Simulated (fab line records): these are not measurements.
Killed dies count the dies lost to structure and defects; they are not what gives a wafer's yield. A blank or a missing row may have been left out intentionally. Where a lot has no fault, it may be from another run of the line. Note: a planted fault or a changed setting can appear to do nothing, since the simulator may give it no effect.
What tool caused it? -- flow n5 finfet -- 12 lots (36 wafers sampled), 1 step of a 1938-step route

== WHAT THE GAUGES SHOWED, per wafer ==
N5_MOL_CONTACT_COAG_INSPECT_42: inspects for defects (brightfield).
lot,measured,on,raw defect count
L075,day 5 06:44,defect inspect-02,148 189 189
L077,day 5 22:16,defect inspect-02,248 267 247
L079,day 6 11:37,defect inspect-02,176 258 206
L081,day 7 03:53,defect inspect-02,230 235 198
L083,day 7 11:41,defect inspect-01,283 260 244
L085,day 8 01:57,defect inspect-02,202 179 218
L087,day 8 13:22,defect inspect-01,181 207 181
L089,day 8 21:55,defect inspect-01,207 204 193
L091,day 9 09:56,defect inspect-01,185 288 151
L093,day 9 23:14,defect inspect-01,129 197 223
L095,day 10 15:37,defect inspect-02,298 230 165
L096,day 11 03:20,defect inspect-02,261 174 211

== TOOL THAT RAN EACH LOT (tool first, then ch and the chambers of the sampled wafers, then the start) ==
No process step before these readings appears in the record.

== THE ANSWER, worked out from the rows above alone ==
Rule: the lots themselves supply what counts as usual. The widest of any qualifying gaps counts: lots, ordered by their means at a reading, are off when they make up no more than a third of the lots, leave a main group of 4 or more, and stand apart from it by 3 or more times the standard deviation of that group's means. A main group is skipped when, at the precision printed for the reading in the tables above, its means are all equal. Also off: a lot with no number at a reading for which 4 or more lots have one. The other lots that the step has rows for count as sound.
None of the lots is off at any reading shown; this tells nothing.

== WHAT THE SIMULATOR HAD PUT IN ==
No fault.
